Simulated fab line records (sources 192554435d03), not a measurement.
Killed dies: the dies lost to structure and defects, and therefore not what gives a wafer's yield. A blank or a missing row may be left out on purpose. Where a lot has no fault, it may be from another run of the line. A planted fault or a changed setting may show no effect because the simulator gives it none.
Matching of chambers ; flow n5-finfet ; N5_BEOL_M3_DEP_57 on pecvd-01: 3 sister chambers
The step deposits SiCN from 3MS/NH3, target thk 8 nm, time 14 s. 24 wafers are shown with their chamber, then 12 later ones without.

== WAFERS PAIRED WITH THEIR CHAMBERS ==
wafer;chamber;showerhead-plenum-p-Torr (Torr);throttle-valve-pct (%)
L075.1;1;3.689;9.0
L075.4;2;3.663;8.5
L075.6;0;3.681;8.5
L078.1;2;3.657;8.6
L078.3;1;3.676;9.3
L078.6;1;3.683;9.1
L079.2;2;3.665;8.9
L079.3;1;3.689;9.2
L079.5;1;3.681;8.9
L082.1;2;3.663;8.5
L082.3;1;3.682;9.0
L082.6;1;3.678;9.1
L087.1;0;3.684;8.4
L087.4;0;3.691;8.6
L087.5;2;3.654;8.8
L085.3;1;3.668;9.5
L085.5;0;3.687;8.5
L085.6;1;3.687;8.9
L089.1;1;3.681;9.4
L089.2;2;3.657;8.6
L089.3;0;3.693;8.7
L089.4;2;3.664;8.5
L089.5;1;3.683;9.1
L089.6;0;3.694;8.6

SIGNATURES, as means of the wafers listed above
reading;chamber 0;chamber 1;chamber 2;scatter within a chamber
showerhead-plenum-p-Torr;3.68833;3.68155;3.66043;0.00543
throttle-valve-pct;8.550;9.136;8.629;0.168
Rule: distance of a wafer from a chamber = root of the sum over the readings of ((wafer's reading minus chamber's mean) / reading's scatter) squared. If the next closest chamber is less than 2 further off than the closest, the wafer can't be placed; otherwise it belongs to the closest. The scatter: the root of (the sum of the squares of (reading less its chamber's mean) over the shown wafers, divided by (wafers less chambers)).

== WAFERS WITH NO CHAMBER GIVEN ==
wafer;showerhead-plenum-p-Torr (Torr);throttle-valve-pct (%)
L091.1;3.694;8.7
L091.2;3.683;9.3
L091.3;3.654;8.8
L091.4;3.665;8.8
L091.5;3.678;8.6
L091.6;3.685;9.3
L096.3;3.658;8.6
L096.4;3.698;8.5
L096.5;3.674;9.5
L097.1;3.688;9.3
L097.3;3.662;8.9
L097.4;3.685;9.6

== WHICH CHAMBER EACH WENT THROUGH ==
wafer;from the rows above;in truth
L091.1;0;0
L091.2;1;1
L091.3;2;2
L091.4;2;2
L091.5;can't be placed: 0 or 2 or 1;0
L091.6;1;1
L096.3;2;2
L096.4;0;0
L096.5;1;1
L097.1;1;1
L097.3;2;2
L097.4;1;1
Placed correctly: 11 of 12. These rows do not allow placing 1 (true chamber among the candidates in 1). Placed wrongly: 0.
